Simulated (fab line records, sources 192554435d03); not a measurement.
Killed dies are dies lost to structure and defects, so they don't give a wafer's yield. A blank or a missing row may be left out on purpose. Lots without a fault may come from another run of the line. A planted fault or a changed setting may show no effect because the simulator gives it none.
fab line records | flow n5_finfet
record lots=24 wafers=72 last_day=18
route steps=1938 shown HKMG_FIN@406 GATE_CUT@466
lots that met no fault: from a run of the same line without faults
start_h: hours from the record's first day to the start of the lot's first wafer shown | wait_h: hours since the lot's step before | " the same as in the row above | L1.1+2: a row that stands for several wafers | - no value, or no start given | * or withheld: withheld | < > ~ a bound
route shown NAME@n: a module of which the file shows steps, and the number in the route of the first | usual: mean/standard deviation of fault-free wafers | same: alike in all rows | chamber/n: place in a boat | sites: the reading at each site | _std_site: their standard deviation | _edge_site: outer sites' mean less inner sites' | radius_mm: how far each site lies from the wafer's centre | mask NAME#n: copy n | behind: the tool/chamber that last shaped the wafer | hold: why the lot was held/for how many hours/how that ended | device: the transistor (n, p or np) that didn't switch | end of line: the same wafers' tests at the end of the route | a step without rows: its recipe alone | killed: dies lost to structure and defects at the first sort, not the wafer's yield | map: a wafer's dies, x killed, . not, _ none there
set.NAME: the setting as run; set.NAME@STEP: as run at that earlier step | model.NAME: the simulator's own value behind a step, which no gauge read
steps of the route over a sample of lots; a table a step, a row a wafer
services: from which hour (start_h, from the record's first day; less than 0 if before it) a tool's chamber was out of use, for how many hours, and why
## steps
# step N5_HKMG_FIN_ETCH_58
# recipe chemistry=N2/H2 target=SOC target_depth_a=2158 ion_energy_ev=50 bias_w=13 time_s=741 pressure_mtorr=30 source_w=875 n2_flow_sccm=200 h2_flow_sccm=200
# usual drypump_motor_current_A=5.8/0.46 oes_product_au=0.78/0.08 rf_vpp_V=99.4/1.1 showerhead_plenum_p_Torr=2.58/0.1 throttle_valve_pct=17.81/0.24
# columns lot.wafer tool chamber start_h wait_h drypump_motor_current_A oes_product_au rf_hours_counter_h rf_vpp_V showerhead_plenum_p_Torr throttle_valve_pct
L074.2 rie_diel-01 2 72.31 0.0 5.1 0.73 199 99.8 2.63 18.12
L074.3 " 3 " " 6.2 0.81 93 100.2 2.68 17.76
L074.4 " 1 " " 5.6 0.93 12 100.3 2.71 17.47
L075.1 rie_diel-06 2 81.86 0.0 5.4 0.78 139 98.9 2.65 18.11
L075.2 " 1 " " 5.0 0.68 240 99.2 2.49 17.85
L075.5 " 1 " " 5.0 0.68 - 99.0 2.49 17.86
L076.2 rie_diel-02 1 88.12 0.0 6.5 0.73 186 99.8 2.64 17.91
L076.4 " 3 " " 5.9 0.78 102 98.1 2.46 17.53
L076.5 " 3 " " 5.9 0.78 - 98.6 2.46 17.53
L077.3 rie_diel-01 0 90.72 0.0 5.6 0.78 143 98.4 2.44 17.95
L077.5 " 1 " " 5.6 0.91 - 99.4 2.71 17.50
L077.6 " 0 " " 5.7 0.77 - 98.5 2.44 17.97
L078.1 rie_diel-06 3 99.11 0.0 6.4 0.78 105 98.2 2.57 18.18
L078.4 " 1 " " 5.0 0.67 - 98.2 2.49 17.86
L078.5 " 2 " " 5.5 0.76 - 102.8 2.65 18.14
L079.1 rie_diel-06 1 101.79 0.0 5.0 0.67 250 100.1 2.49 17.88
L079.3 " 3 " " 6.4 0.79 106 97.4 2.57 18.16
L079.5 " 1 " " 5.0 0.67 - 98.5 2.49 17.88
L080.2 rie_diel-01 1 113.73 0.0 5.6 0.90 27 99.3 2.71 17.50
L080.5 " 1 " " 5.6 0.89 - 99.6 2.71 17.50
L080.6 " 0 " " 5.6 0.76 - 97.8 2.44 17.98
L081.1 rie_diel-02 1 115.27 0.0 6.5 0.72 196 99.6 2.64 17.94
L081.2 " 2 " " 6.1 0.82 86 99.5 2.68 17.61
L081.3 " 0 " " 5.5 0.69 230 100.4 2.40 17.82
L082.1 rie_diel-02 3 122.56 0.0 5.9 0.77 117 98.8 2.45 17.55
L082.3 " 1 " " 6.5 0.72 201 98.2 2.64 17.94
L082.5 " 1 " " 6.5 0.72 - 99.0 2.64 17.95
L084.1 rie_diel-01 3 132.24 0.0 6.2 0.79 113 101.0 2.67 17.79
L084.3 " 0 " " 5.6 0.75 158 99.8 2.43 17.99
L084.6 " 3 " " 6.2 0.79 - 100.8 2.67 17.78
L083.2 rie_diel-06 3 134.17 0.0 6.4 0.78 119 99.0 2.56 18.19
L083.5 " 3 " " 6.4 0.78 - 99.4 2.56 18.20
L083.6 " 0 " " 5.7 0.95 - 99.6 2.50 17.56
L085.2 rie_diel-02 3 142.20 0.0 5.8 0.76 123 98.1 2.45 17.55
L085.5 " 3 " " 5.9 0.77 - 99.4 2.45 17.56
L085.6 " 2 " " 6.1 0.81 - 99.1 2.67 17.62
L086.3 rie_diel-06 2 144.18 0.0 5.4 0.75 165 99.5 2.64 18.16
L086.4 " 3 " " 6.4 0.77 122 98.8 2.56 18.19
L086.5 " 3 " " 6.4 0.77 - 99.4 2.56 18.21
L087.1 rie_diel-02 0 150.61 0.0 5.5 0.69 244 97.3 2.40 17.87
L087.4 " 2 " " 6.1 0.80 99 98.8 2.67 17.64
L087.5 " 0 " " 5.5 0.68 - 98.2 2.40 17.87
L088.2 rie_diel-02 0 153.76 0.0 5.5 0.68 245 99.3 2.40 17.87
L088.3 " 2 " " 6.1 0.80 101 100.4 2.67 17.63
L088.5 " 1 " " 6.5 0.71 - 98.8 2.63 17.97
L089.1 rie_diel-01 1 164.88 0.0 5.6 0.87 47 100.0 2.70 17.52
L089.2 " 2 " " 5.0 0.70 233 99.5 2.61 18.18
L089.4 " 0 " " 5.7 0.74 173 98.4 2.43 18.00
L090.1 rie_diel-06 3 167.10 0.0 6.4 0.77 129 99.8 2.56 18.21
L090.2 " 2 " " 5.4 0.75 171 99.7 2.64 18.16
L090.3 " 1 " " 5.0 0.92 13 98.7 2.48 17.48
L091.3 rie_diel-02 3 174.49 0.0 5.9 0.76 136 97.4 2.44 17.59
L091.4 " 1 " " 6.5 0.70 - 100.3 2.63 17.97
L091.6 " 3 " " 5.8 0.75 - 100.1 2.44 17.58
L092.4 rie_diel-02 2 184.51 0.2 6.1 0.79 - 98.9 2.66 17.63
L092.5 " 3 " " 5.9 0.74 - 97.7 2.44 17.59
L092.6 " 1 " " 6.5 0.71 - 98.7 2.63 17.98
L093.1 rie_diel-02 2 185.83 0.0 6.1 0.79 114 98.9 2.66 17.65
L093.4 " 0 " " 5.5 1.01 0 100.8 2.72 17.47
L093.6 " 2 " " 6.1 0.78 - 100.3 2.66 17.64
L094.1 rie_diel-01 1 192.24 0.0 5.6 0.85 59 101.4 2.69 17.56
L094.2 " 0 " " 5.6 0.73 184 99.0 2.42 18.04
L094.3 " 3 " " 6.2 0.77 134 99.6 2.66 17.81
L095.1 rie_diel-02 2 199.28 0.0 6.1 0.79 119 99.0 2.66 17.66
L095.2 " 0 " " 5.5 0.97 5 100.1 2.71 17.47
L095.3 " 2 " " 6.1 0.78 - 99.4 2.66 17.67
L096.1 rie_diel-02 1 203.08 0.0 6.5 0.70 230 99.4 2.62 18.00
L096.3 " 0 " " 5.5 0.96 7 100.5 2.71 17.46
L096.4 " 0 " " 5.5 0.96 - 99.8 2.71 17.45
L097.1 rie_diel-01 3 211.02 0.0 6.2 0.75 143 100.6 2.65 17.83
L097.3 " 0 " " 5.6 0.73 192 97.8 2.42 18.03
L097.6 " 2 " " 5.0 0.68 - 101.3 2.61 18.16
# step N5_HKMG_FIN_ETCH_86
# recipe chemistry=N2/H2 target=SOC target_depth_a=3932 stop_on=TiN ion_energy_ev=100 bias_w=61 pressure_mtorr=30 source_w=850 n2_flow_sccm=200 h2_flow_sccm=200
# usual drypump_motor_current_A=5.8/0.47 oes_product_au=0.76/0.066 rf_vpp_V=241.2/1.6 showerhead_plenum_p_Torr=2.58/0.1 throttle_valve_pct=17.87/0.24
# columns lot.wafer tool chamber start_h wait_h drypump_motor_current_A oes_product_au rf_hours_counter_h rf_vpp_V showerhead_plenum_p_Torr throttle_valve_pct
L074.2 rie_diel-02 3 76.83 - 5.9 0.78 99 240.0 2.46 17.54
L074.3 " 1 " " 6.5 0.72 182 241.1 2.64 17.93
L074.4 " 0 " " 5.5 0.70 221 239.0 2.41 17.84
L075.1 rie_diel-02 1 86.43 - 6.5 0.72 185 242.2 2.64 17.92
L075.2 " 2 " " 6.2 0.81 74 243.2 2.68 17.61
L075.5 " 1 " " 6.5 0.72 - 243.6 2.64 17.94
L076.2 rie_diel-06 2 92.50 - 5.4 0.75 144 240.9 2.65 18.14
L076.4 " 1 " " 5.0 0.67 - 240.1 2.49 17.88
L076.5 " 3 " " 6.4 0.79 - 240.1 2.57 18.19
L077.3 rie_diel-06 3 95.48 - 6.4 0.79 103 240.7 2.57 18.19
L077.5 " 2 " " 5.5 0.75 - 240.6 2.65 18.15
L077.6 " 3 " " 6.4 0.78 - 240.1 2.57 18.18
L078.1 rie_diel-01 2 103.79 - 5.0 0.71 209 242.6 2.62 18.15
L078.4 " 1 " " 5.6 0.89 23 242.0 2.71 17.53
L078.5 " 2 " " 5.0 0.71 - 242.7 2.62 18.15
L079.1 rie_diel-01 0 106.40 - 5.6 0.76 149 238.2 2.44 18.00
L079.3 " 3 " " 6.2 0.79 104 242.1 2.67 17.80
L079.5 " 3 " " 6.2 0.78 - 242.6 2.67 17.80
L080.2 rie_diel-02 1 118.43 - 6.5 0.71 198 241.3 2.64 17.96
L080.5 " 2 " " 6.1 0.80 - 242.2 2.67 17.63
L080.6 " 1 " " 6.5 0.71 - 241.4 2.64 17.96
L081.1 rie_diel-01 0 119.82 - 5.6 0.75 154 238.9 2.43 18.01
L081.2 " 2 " " 5.0 0.70 216 241.0 2.62 18.17
L081.3 " 1 " " 5.6 0.88 29 243.4 2.70 17.53
L082.1 rie_diel-06 0 126.98 - 5.7 0.96 4 239.4 2.50 17.58
L082.3 " 2 " " 5.5 0.74 157 242.3 2.64 18.17
L082.5 " 0 " " 5.7 0.95 - 239.6 2.50 17.57
L084.1 rie_diel-02 1 136.73 - 6.5 0.71 206 241.4 2.63 17.98
L084.3 " 3 " " 5.8 0.76 121 239.7 2.45 17.56
L084.6 " 0 " " 5.5 0.68 - 240.2 2.40 17.88
L083.2 rie_diel-01 2 138.60 - 5.0 0.70 222 243.3 2.62 18.17
L083.5 " 2 " " 5.0 0.69 - 241.1 2.62 18.18
L083.6 " 1 " " 5.6 0.88 - 243.7 2.70 17.53
L085.2 rie_diel-02 1 146.71 - 6.5 0.71 210 243.0 2.63 17.99
L085.5 " 2 " " 6.1 0.79 - 242.6 2.67 17.65
L085.6 " 1 " " 6.5 0.70 - 242.8 2.63 17.98
L086.3 rie_diel-06 2 148.68 - 5.4 0.73 166 241.7 2.64 18.19
L086.4 " 3 " " 6.4 0.77 124 239.0 2.56 18.22
L086.5 " 0 " " 5.7 0.92 - 240.1 2.50 17.61
L087.1 rie_diel-01 1 154.93 - 5.6 0.86 43 242.4 2.70 17.55
L087.4 " 3 " " 6.2 0.77 119 242.4 2.66 17.82
L087.5 " 0 " " 5.6 0.74 - 240.6 2.43 18.01
L088.2 rie_diel-02 1 158.05 - 6.5 0.71 214 243.1 2.63 18.01
L088.3 " 2 " " 6.1 0.79 102 240.8 2.67 17.65
L088.5 " 1 " " 6.5 0.70 - 243.1 2.63 17.98
L089.1 rie_diel-01 0 169.42 - 5.6 0.73 175 237.2 2.43 18.03
L089.2 " 3 " " 6.2 0.77 125 243.4 2.66 17.83
L089.4 " 2 " " 5.0 0.69 234 243.3 2.61 18.19
L090.1 rie_diel-02 3 171.85 - 5.9 0.74 135 239.5 2.44 17.60
L090.2 " 2 " " 6.1 0.77 108 242.7 2.67 17.66
L090.3 " 1 " " 6.5 0.69 219 241.4 2.63 17.99
L091.3 rie_diel-02 3 179.10 - 5.9 0.74 138 238.4 2.44 17.61
L091.4 " 1 " " 6.5 0.69 - 241.7 2.63 18.01
L091.6 " 2 " " 6.1 0.77 - 241.9 2.66 17.65
L092.4 rie_diel-01 3 188.79 - 6.2 0.76 - 241.6 2.66 17.84
L092.5 " 0 " " 5.6 0.73 - 239.0 2.42 18.03
L092.6 " 1 " " 5.6 0.84 - 241.5 2.69 17.59
L093.1 rie_diel-01 1 190.22 - 5.6 0.84 57 241.9 2.69 17.55
L093.4 " 0 " " 5.6 0.73 - 238.8 2.42 18.03
L093.6 " 3 " " 6.2 0.76 - 240.5 2.66 17.85
L094.1 rie_diel-01 1 196.73 - 5.6 0.83 61 242.8 2.69 17.59
L094.2 " 0 " " 5.6 0.73 187 238.2 2.42 18.05
L094.3 " 3 " " 6.2 0.76 137 242.5 2.66 17.86
L095.1 rie_diel-02 2 203.91 - 6.1 0.76 121 242.7 2.66 17.69
L095.2 " 1 " " 6.5 0.69 230 241.7 2.62 18.01
L095.3 " 0 " " 5.5 0.94 8 242.7 2.71 17.48
L096.1 rie_diel-06 2 207.49 - 5.4 0.73 183 243.2 2.63 18.21
L096.3 " 1 " " 5.0 0.88 25 240.6 2.48 17.51
L096.4 " 0 " " 5.7 0.88 31 240.4 2.49 17.63
L097.1 rie_diel-06 0 215.76 - 5.8 0.88 34 239.1 2.49 17.64
L097.3 " 3 " " 6.4 0.75 145 240.8 2.55 18.25
L097.6 " 2 " " 5.5 0.73 - 240.7 2.63 18.21
# step N5_HKMG_FIN_ETCHBACK_68
# recipe chemistry=Cl2/Ar stop_on=HfO2 target_depth_a=5 pressure_mtorr=10 icp_w=600 bias_w=60 Cl2_flow_sccm=40 Ar_flow_sccm=60
# usual drypump_motor_current_A=5.9/0.47 oes_product_au=0.75/0.091 throttle_valve_pct=20.60/0.16
# columns lot.wafer tool chamber start_h wait_h drypump_motor_current_A oes_product_au rf_hours_counter_h throttle_valve_pct
L074.2 rie_metal-03 0 78.12 0.0 5.3 0.74 51 20.82
L074.3 " 0 " " 5.3 0.74 - 20.80
L074.4 " 1 " " 5.8 0.73 - 20.76
L075.1 rie_metal-02 0 87.72 0.0 5.2 0.56 146 20.86
L075.2 " 1 " " 6.0 0.75 48 20.63
L075.5 " 1 " " 6.0 0.76 - 20.63
L076.2 rie_metal-01 1 94.08 0.1 6.5 0.79 - 20.35
L076.4 " 1 " " 6.6 0.79 - 20.36
L076.5 " 1 " " 6.5 0.78 - 20.35
L077.3 rie_metal-02 0 97.00 0.1 5.3 0.56 - 20.86
L077.5 " 1 " " 6.0 0.76 - 20.64
L077.6 " 0 " " 5.2 0.56 - 20.87
L078.1 rie_metal-01 0 105.08 0.0 6.0 0.69 80 20.65
L078.4 " 0 " " 6.0 0.69 - 20.65
L078.5 " 1 " " 6.5 0.78 - 20.35
L079.1 rie_metal-03 1 107.69 0.0 5.8 0.72 60 20.76
L079.3 " 1 " " 5.8 0.72 - 20.77
L079.5 " 0 " " 5.4 0.74 - 20.82
L080.2 rie_metal-03 0 119.72 0.0 5.3 0.73 55 20.83
L080.5 " 0 " " 5.4 0.73 - 20.82
L080.6 " 1 " " 5.8 0.73 - 20.77
L081.1 rie_metal-01 1 121.17 0.0 6.5 0.78 31 20.37
L081.2 " 0 " " 6.0 0.68 80 20.64
L081.3 " 0 " " 6.0 0.68 - 20.63
L082.1 rie_metal-01 0 128.28 0.0 6.0 0.68 81 20.64
L082.3 " 0 " " 6.0 0.68 - 20.65
L082.5 " 1 " " 6.5 0.78 - 20.37
L084.1 rie_metal-02 0 138.02 0.0 5.2 1.00 0 20.48
L084.3 " 0 " " 5.2 0.99 - 20.51
L084.6 " 1 " " 6.0 0.74 - 20.66
L083.2 rie_metal-02 1 139.89 0.0 6.0 0.74 55 20.64
L083.5 " 1 " " 6.0 0.74 - 20.65
L083.6 " 0 " " 5.2 0.99 - 20.52
L085.2 rie_metal-01 0 148.01 0.0 6.0 0.68 84 20.65
L085.5 " 0 " " 6.0 0.67 - 20.65
L085.6 " 1 " " 6.5 0.78 - 20.36
L086.3 rie_metal-03 1 150.01 0.1 5.8 0.72 - 20.78
L086.4 " 0 " " 5.3 0.72 - 20.82
L086.5 " 0 " " 5.3 0.73 - 20.83
L087.1 rie_metal-02 1 156.22 0.0 6.0 0.74 56 20.64
L087.4 " 0 " " 5.2 0.98 - 20.50
L087.5 " 0 " " 5.2 0.97 - 20.51
L088.2 rie_metal-01 0 159.34 0.0 6.0 0.68 85 20.64
L088.3 " 1 " " 6.6 0.77 - 20.37
L088.5 " 1 " " 6.5 0.77 - 20.37
L089.1 rie_metal-01 0 170.71 0.0 6.0 0.68 86 20.65
L089.2 " 1 " " 6.5 0.77 36 20.37
L089.4 " 0 " " 6.0 0.68 - 20.64
L090.1 rie_metal-01 1 173.14 0.0 6.5 0.77 36 20.38
L090.2 " 0 " " 6.0 0.67 86 20.66
L090.3 " 0 " " 6.0 0.60 - 20.77
L091.3 rie_metal-01 1 180.43 0.1 6.6 0.76 - 20.40
L091.4 " 0 " " 6.0 0.68 - 20.65
L091.6 " 0 " " 6.0 0.68 - 20.65
L092.4 rie_metal-01 0 190.15 0.1 6.0 0.68 - 20.67
L092.5 " 0 " " 6.0 0.67 - 20.66
L092.6 " 1 " " 6.6 0.76 - 20.37
L093.1 rie_metal-01 0 191.53 0.0 6.0 0.67 87 20.64
L093.4 " 0 " " 6.0 0.67 - 20.66
L093.6 " 1 " " 6.5 0.76 - 20.38
L094.1 rie_metal-02 1 198.02 0.0 6.0 0.73 61 20.66
L094.2 " 0 " " 5.3 0.90 6 20.52
L094.3 " 0 " " 5.2 0.91 - 20.52
L095.1 rie_metal-02 0 205.19 0.0 5.2 0.82 6 20.63
L095.2 " 0 " " 5.2 0.91 - 20.53
L095.3 " 0 " " 5.3 0.91 - 20.52
L096.1 rie_metal-03 0 208.78 0.0 5.4 0.72 64 20.84
L096.3 " 0 " " 5.4 0.71 - 20.84
L096.4 " 1 " " 5.8 0.71 - 20.80
L097.1 rie_metal-02 0 217.07 0.0 5.2 0.90 8 20.54
L097.3 " 1 " " 6.0 0.72 - 20.66
L097.6 " 1 " " 6.0 0.72 - 20.67
# step N5_HKMG_FIN_ALD_21
# recipe material=TiN target_thk_a=15 temp_c=400 ald_precursor_family=TiCl4 ald_co_reactant=NH3 pulse_time_s=1 purge_time_s=3 co_reactant_purge_time_s=2 co_reactant_pulse_time_s=2 ald_cycles=68 pressure_torr=3
# usual heater_power_w=906/76 precursor_pulse_height_rel=1.001/0.019
# same ald_cycles=68 co_reactant_purge_time_s=2 pulse_time_s=1 purge_time_s=3
# columns lot.wafer tool chamber start_h wait_h heater_power_w precursor_pulse_height_rel
L074.2 ald_metal-02 2 78.64 0.3 920 0.998
L074.3 " 1 " " 914 0.998
L074.4 " 3 " " 974 1.008
L075.1 ald_metal-02 2 88.25 0.3 909 1.027
L075.2 " 0 " " 842 0.993
L075.5 " 3 " " 980 1.004
L076.2 ald_metal-02 1 94.68 0.3 932 1.036
L076.4 " 3 " " 972 1.043
L076.5 " 3 " " 989 1.017
L077.3 ald_metal-01 3 97.65 0.3 988 0.979
L077.5 " 2 " " 750 1.004
L077.6 " 3 " " 1026 0.992
L078.1 ald_metal-02 1 105.60 0.3 912 0.989
L078.4 " 2 " " 933 1.007
L078.5 " 2 " " 913 0.957
L079.1 ald_metal-02 3 108.21 0.3 960 0.995
L079.3 " 0 " " 839 1.003
L079.5 " 0 " " 838 1.023
L080.2 ald_metal-01 0 120.24 0.3 894 1.000
L080.5 " 0 " " 896 1.011
L080.6 " 2 " " 774 0.994
L081.1 ald_metal-03 0 121.69 0.3 924 0.981
L081.2 " 2 " " 976 1.026
L081.3 " 3 " " 802 1.025
L082.1 ald_metal-02 3 128.80 0.3 952 0.978
L082.3 " 1 " " 911 1.017
L082.5 " 2 " " 914 0.988
L084.1 ald_metal-02 1 138.54 0.3 930 1.015
L084.3 " 0 " " 846 1.031
L084.6 " 1 " " 918 1.032
L083.2 ald_metal-03 3 140.41 0.3 820 0.985
L083.5 " 0 " " 922 0.999
L083.6 " 3 " " 824 0.986
L085.2 ald_metal-01 1 148.53 0.3 973 0.996
L085.5 " 0 " " 897 0.987
L085.6 " 3 " " 1007 1.026
L086.3 ald_metal-01 3 150.49 0.1 985 1.007
L086.4 " 0 " " 891 1.021
L086.5 " 3 " " 985 1.041
L087.1 ald_metal-01 2 156.74 0.3 760 0.984
L087.4 " 3 " " 993 1.016
L087.5 " 0 " " 902 1.035
L088.2 ald_metal-03 0 159.86 0.3 916 1.002
L088.3 " 1 " " 839 0.994
L088.5 " 3 " " 819 0.996
L089.1 ald_metal-03 0 171.23 0.3 924 0.974
L089.2 " 2 " " 983 0.977
L089.4 " 3 " " 799 0.989
L090.1 ald_metal-03 0 173.67 0.3 916 0.967
L090.2 " 1 " " 818 1.009
L090.3 " 3 " " 847 0.994
L091.3 ald_metal-03 0 180.91 0.1 899 1.011
L091.4 " 2 " " 990 0.956
L091.6 " 2 " " 962 0.990
L092.4 ald_metal-03 0 190.63 0.1 924 1.007
L092.5 " 0 " " 920 1.044
L092.6 " 3 " " 834 1.007
L093.1 ald_metal-01 0 192.05 0.3 895 0.994
L093.4 " 2 " " 761 1.010
L093.6 " 1 " " 976 1.018
L094.1 ald_metal-02 3 198.55 0.3 967 1.010
L094.2 " 2 " " 926 0.972
L094.3 " 0 " " 826 1.010
L095.1 ald_metal-01 0 205.84 0.3 906 1.013
L095.2 " 1 " " 988 0.993
L095.3 " 2 " " 742 1.012
L096.1 ald_metal-01 0 209.30 0.3 893 0.977
L096.3 " 1 " " 966 1.028
L096.4 " 2 " " 748 0.991
L097.1 ald_metal-01 2 217.60 0.3 765 0.965
L097.3 " 2 " " 775 0.980
L097.6 " 2 " " 769 0.999
# step N5_GATE_CUT_ETCH_56
# recipe chemistry=Cl2/Ar target=TiN target_depth_a=216 pressure_mtorr=10 icp_w=600 bias_w=60 Cl2_flow_sccm=40 Ar_flow_sccm=60
# usual drypump_motor_current_A=5.9/0.41 oes_product_au=0.74/0.068 throttle_valve_pct=20.65/0.16
# columns lot.wafer tool chamber start_h wait_h drypump_motor_current_A oes_product_au rf_hours_counter_h throttle_valve_pct
L074.2 rie_metal-02 0 80.04 0.1 5.2 0.58 145 20.84
L074.3 " 1 " " 6.0 0.78 - 20.60
L074.4 " 0 " " 5.2 0.58 - 20.83
L075.1 rie_metal-03 1 89.65 0.1 5.8 0.73 58 20.76
L075.2 " 0 " " 5.4 0.76 53 20.79
L075.5 " 0 " " 5.4 0.76 - 20.80
L076.2 rie_metal-02 1 96.08 0.1 6.0 0.76 49 20.61
L076.4 " 0 " " 5.2 0.58 - 20.86
L076.5 " 1 " " 6.0 0.78 - 20.61
L077.3 rie_metal-02 0 99.08 0.1 5.2 0.57 - 20.84
L077.5 " 1 " " 6.0 0.77 - 20.61
L077.6 " 0 " " 5.2 0.58 - 20.83
L078.1 rie_metal-03 0 107.00 0.1 5.4 0.75 55 20.79
L078.4 " 1 " " 5.8 0.73 - 20.76
L078.5 " 0 " " 5.4 0.74 - 20.80
L079.1 rie_metal-01 0 109.64 0.1 6.0 0.70 80 20.62
L079.3 " 1 " " 6.5 0.79 - 20.36
L079.5 " 1 " " 6.5 0.80 - 20.35
L080.2 rie_metal-02 1 121.80 0.2 6.0 0.76 - 20.62
L080.5 " 1 " " 6.0 0.76 - 20.62
L080.6 " 1 " " 6.0 0.76 - 20.63
L081.1 rie_metal-02 1 123.30 0.2 6.0 0.76 52 20.63
L081.2 " 1 " " 6.0 0.76 - 20.63
L081.3 " 1 " " 6.0 0.76 - 20.64
L082.1 rie_metal-02 1 130.32 0.2 6.0 0.75 53 20.62
L082.3 " 1 " " 6.0 0.76 - 20.63
L082.5 " 1 " " 6.0 0.76 - 20.63
L084.1 rie_metal-03 1 139.94 0.1 5.8 0.73 63 20.75
L084.3 " 1 " " 5.8 0.72 - 20.75
L084.6 " 1 " " 5.8 0.73 - 20.76
L083.2 rie_metal-03 0 141.81 0.1 5.4 0.73 58 20.82
L083.5 " 0 " " 5.3 0.73 - 20.80
L083.6 " 1 " " 5.7 0.72 - 20.76
L085.2 rie_metal-01 1 149.93 0.1 6.5 0.78 35 20.37
L085.5 " 1 " " 6.6 0.77 - 20.35
L085.6 " 0 " " 6.0 0.69 - 20.63
L086.3 rie_metal-01 1 151.92 0.1 6.6 0.77 - 20.36
L086.4 " 0 " " 6.0 0.69 - 20.62
L086.5 " 1 " " 6.6 0.78 - 20.38
L087.1 rie_metal-01 0 158.19 0.1 6.0 0.69 85 20.65
L087.4 " 1 " " 6.5 0.78 - 20.37
L087.5 " 1 " " 6.5 0.79 - 20.35
L088.2 rie_metal-01 1 161.26 0.1 6.6 0.77 35 20.36
L088.3 " 1 " " 6.5 0.78 - 20.36
L088.5 " 1 " " 6.6 0.78 - 20.38
L089.1 rie_metal-02 0 172.63 0.1 5.2 0.97 3 20.48
L089.2 " 1 " " 6.0 0.75 58 20.64
L089.4 " 0 " " 5.2 0.97 - 20.49
L090.1 rie_metal-01 0 175.20 0.1 6.0 0.70 86 20.61
L090.2 " 1 " " 6.5 0.78 36 20.36
L090.3 " 0 " " 6.0 0.68 - 20.65
L091.3 rie_metal-03 0 182.34 0.1 5.4 0.73 - 20.82
L091.4 " 1 " " 5.8 0.71 - 20.78
L091.6 " 0 " " 5.4 0.73 - 20.82
L092.4 rie_metal-02 0 192.07 0.1 5.2 0.95 - 20.48
L092.5 " 1 " " 6.0 0.74 - 20.62
L092.6 " 0 " " 5.2 0.93 - 20.50
L093.1 rie_metal-03 1 193.45 0.1 5.8 0.71 68 20.78
L093.4 " 1 " " 5.8 0.71 - 20.80
L093.6 " 0 " " 5.4 0.72 - 20.80
L094.1 rie_metal-03 1 199.94 0.1 5.7 0.71 68 20.78
L094.2 " 0 " " 5.4 0.72 63 20.84
L094.3 " 1 " " 5.8 0.71 - 20.80
L095.1 rie_metal-01 0 207.24 0.1 6.0 0.68 89 20.66
L095.2 " 1 " " 6.6 0.77 40 20.38
L095.3 " 0 " " 5.9 0.68 - 20.64
L096.1 rie_metal-03 1 210.70 0.1 5.8 0.70 69 20.80
L096.3 " 0 " " 5.4 0.72 - 20.81
L096.4 " 1 " " 5.7 0.71 - 20.80
L097.1 rie_metal-01 1 219.17 0.1 6.6 0.76 40 20.39
L097.3 " 1 " " 6.5 0.76 - 20.36
L097.6 " 0 " " 6.0 0.68 - 20.66
# step N5_GATE_CUT_OVL_MEAS_14
# recipe points_per_wafer=522
# usual GATE_CUT_OVL=-0.1/0.63
# same points_per_wafer=522
# columns lot.wafer tool chamber start_h wait_h GATE_CUT_OVL[nm]
L074.2 overlay-01 0 83.87 0.0 -0.9
L074.3 " 0 " " -0.2
L074.4 " 0 " " -0.2
L075.1 overlay-02 0 93.22 0.0 -0.6
L075.2 " 0 " " -0.1
L075.5 " 0 " " -0.3
L076.2 overlay-02 0 100.34 0.0 -0.8
L076.4 " 0 " " -1.8
L076.5 " 0 " " 0.2
L077.3 overlay-01 0 102.75 0.0 0.5
L077.5 " 0 " " -0.6
L077.6 " 0 " " 0.5
L078.1 overlay-01 0 110.54 0.0 -0.2
L078.4 " 0 " " 0.2
L078.5 " 0 " " -0.1
L079.1 overlay-02 0 113.27 0.0 0.9
L079.3 " 0 " " 1.5
L079.5 " 0 " " 0.7
L080.2 overlay-02 0 125.51 0.0 0.0
L080.5 " 0 " " 0.2
L080.6 " 0 " " 0.2
L081.1 overlay-01 0 126.91 0.0 -0.1
L081.2 " 0 " " -0.1
L081.3 " 0 " " -0.1
L082.1 overlay-02 0 134.39 0.0 0.3
L082.3 " 0 " " 0.1
L082.5 " 0 " " 0.5
L084.1 overlay-01 0 143.52 0.0 0.4
L084.3 " 0 " " 0.2
L084.6 " 0 " " -0.1
L083.2 overlay-02 0 145.72 0.0 -0.1
L083.5 " 0 " " 1.2
L083.6 " 0 " " 0.2
L085.2 overlay-02 0 153.51 0.0 -0.4
L085.5 " 0 " " -0.1
L085.6 " 0 " " -1.1
L086.3 overlay-01 0 155.51 0.0 0.2
L086.4 " 0 " " 0.3
L086.5 " 0 " " -0.6
L087.1 overlay-01 0 161.78 0.0 0.5
L087.4 " 0 " " -0.5
L087.5 " 0 " " -0.1
L088.2 overlay-01 0 164.73 0.0 0.0
L088.3 " 0 " " 0.7
L088.5 " 0 " " -0.6
L089.1 overlay-02 0 176.22 0.0 -2.0
L089.2 " 0 " " -0.6
L089.4 " 0 " " 0.8
L090.1 overlay-01 0 178.66 0.0 -1.1
L090.2 " 0 " " -0.9
L090.3 " 0 " " -0.6
L091.3 overlay-02 0 186.36 0.0 0.0
L091.4 " 0 " " -0.2
L091.6 " 0 " " -0.5
L092.4 overlay-02 0 195.93 0.0 -0.9
L092.5 " 0 " " -0.4
L092.6 " 0 " " -0.7
L093.1 overlay-01 0 197.25 0.0 -0.3
L093.4 " 0 " " -0.4
L093.6 " 0 " " -0.2
L094.1 overlay-02 0 203.42 0.0 0.3
L094.2 " 0 " " 0.6
L094.3 " 0 " " -0.6
L095.1 overlay-02 0 210.82 0.0 -0.3
L095.2 " 0 " " 0.5
L095.3 " 0 " " 0.3
L096.1 overlay-02 0 214.81 0.0 0.4
L096.3 " 0 " " -0.7
L096.4 " 0 " " -0.7
L097.1 overlay-01 0 222.63 0.0 -0.7
L097.3 " 0 " " -0.4
L097.6 " 0 " " 0.7
## services
# columns tool chamber start_h hours kind
ald_metal-03 - 54.53 1.5 repair
rie_diel-06 - 57.20 3.8 repair
rie_diel-01 1 64.71 3.8 repair
ald_metal-02 - 71.30 3.2 repair
ald_metal-01 - 75.50 1.8 repair
ald_metal-01 0 95.04 5.9 repair
ald_metal-01 1 95.83 26.9 repair
ald_metal-03 1 114.09 13.3 repair
ald_metal-01 - 123.29 0.6 repair
ald_metal-03 1 134.76 5.5 repair
rie_diel-06 - 152.14 4.3 pm
rie_diel-02 - 161.27 0.4 repair
rie_diel-02 0 168.03 - clean
rie_diel-02 0 168.03 - consumable_replace:focus_ring
rie_diel-02 0 168.03 - consumable_replace:showerhead
rie_diel-02 0 168.03 16.3 scheduled_down
rie_diel-02 0 168.03 16.3 vent_cycle
rie_diel-01 2 185.30 17.7 repair
rie_diel-02 1 195.81 5.5 repair
rie_diel-02 3 198.03 6.0 repair
rie_metal-02 1 203.98 7.3 repair
ald_metal-03 - 206.57 4.3 pm
ald_metal-01 0 211.37 11.5 repair
ald_metal-01 1 217.23 12.6 repair
## key
fault none
